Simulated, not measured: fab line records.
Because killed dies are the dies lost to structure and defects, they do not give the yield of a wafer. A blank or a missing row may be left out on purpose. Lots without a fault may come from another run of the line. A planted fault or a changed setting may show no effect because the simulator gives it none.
A lot that was struck, set against a sound lot / flow nand harc / 15 out of 1302 route steps
Sound: these wafers, L152.2, L152.4, L152.5. Wafers L159.2, L159.3, L159.6 were the ones struck. The cause is named last.
Order at every step that has rows: each side's tool, ch and its chambers, its first start. Under that, the readings that differ: sound wafers / struck wafers / difference of the means / sigmas: that difference in standard deviations of wafers without a fault.
alike: words and numbers the same on both sides, and readings whose means are apart by under 2 such deviations; not compared: readings that were withheld, readings missing a value for some wafer, numbers with overlapping values and no deviation given by the record, and bounds like >300 which may hide the same value.
A row with sigmas, a row that says differs or no value, or rows on one side alone: a step with any of these is where the two part. Non-overlapping numbers with no deviation appear without sigmas and do not part them. A reading that every wafer of one side lacks parts them only if that side has two wafers or more.

NHARC_A_M0_CD_MEAS_09 targets a cd of 80 nm.
  sound on cd sem-02 ch 0, day 23 06:23; struck on cd sem-01 ch 0, day 26 02:34
  alike: cd nm
NHARC_A_M0_OVL_MEAS_10: pitch 160 nm.
  sound on overlay-02 at day 23 06:28; struck on overlay-02 at day 26 02:40
  alike: overlay x nm, overlay y nm
NHARC_A_M0_INSPECT_11:
  sound on defect inspect-02 at day 23 06:30; struck on defect inspect-01 at day 26 02:41
  alike: raw defect count
NHARC_A_M0_DESCUM_14: chemistry O2, time 3 s.
  sound on rie diel-01 ch 1,2,3, day 23 06:35; struck on rie diel-01 ch 0,1,3, day 26 02:46
  alike: drypump motor current A, mfc ar sccm, oes product au, rf vpp V, showerhead plenum p Torr, throttle valve pct
  not compared: rf hours counter h
NHARC_A_M0_ETCH_34: etches the open film in N2/H2, target depth 40 nm, overetch 12 nm, time 43.94 s.
  sound on rie diel-01 ch 1,2, day 23 06:38; struck on rie diel-01 ch 0,2,3, day 26 02:51
  alike: drypump motor current A, mfc ar sccm, oes product au, rf vpp V, showerhead plenum p Torr, throttle valve pct
  not compared: rf hours counter h
then, 1 step without rows for these wafers: NHARC_A_M0_ETCH_15 (etches the open film in C4F8/Ar, target depth 150 nm, overetch 15 nm, time 82.5 s).
NHARC_A_M0_CD_MEAS_16:
  sound on cd sem-01 at day 23 06:52; struck on cd sem-03 at day 26 03:04
  alike: cd nm
NHARC_A_M0_STRIP_18: strips in N2/H2.
  sound on rie diel-09 ch 0,2,3, day 23 06:58; struck on rie diel-09 ch 1,3, day 26 03:10
  alike: drypump motor current A, mfc ar sccm, oes product au, power w, rf vpp V, showerhead plenum p Torr, throttle valve pct
  not compared: rf hours counter h
then, 2 steps without rows for these wafers: NHARC_A_M0_STRIP_19 (strips in post etch residue remover, time 600 s); NHARC_A_M0_DEGAS_28 (time 60 s).
NHARC_A_M0_PRE_CLEAN_29: time 30 s.
  sound on pvd sputter-01; struck on pvd sputter-03
  alike: heater power w
NHARC_A_M0_PVD_20: deposits TaN, target thk 5 nm, time 8.06 s.
  sound on pvd sputter-01; struck on pvd sputter-03
  alike: bias v, cathode dc power W, throttle valve pct
NHARC_A_M0_PVD_21: deposits Cu, target thk 30 nm, time 20.49 s.
  sound on pvd sputter-01 at day 23 07:43; struck on pvd sputter-03 at day 26 03:56
  no value came back on the struck wafers for cathode dc power W (W), chamber pressure pa (Pa), throttle valve pct (%); on the sound wafers cathode dc power W (W) reads 4999.7 5000.9 5001.1
then, 1 step without rows for these wafers: NHARC_A_M0_ECD_22 (material Cu, target thk 400 nm).
NHARC_END_SORT_01:
  only the struck wafers appear in the record here, on prober-01 ch 0 at day 27 22:22; the sound ones have no rows

== WHERE THEY PART ==
Last at NHARC_END_SORT_01 as far as this record goes, first at NHARC_A_M0_PVD_21.

WHY: whatever the simulator had introduced
Entire step skipped (pvd sputter-03, NHARC_A_M0_PVD_21), from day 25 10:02 onward. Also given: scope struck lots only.
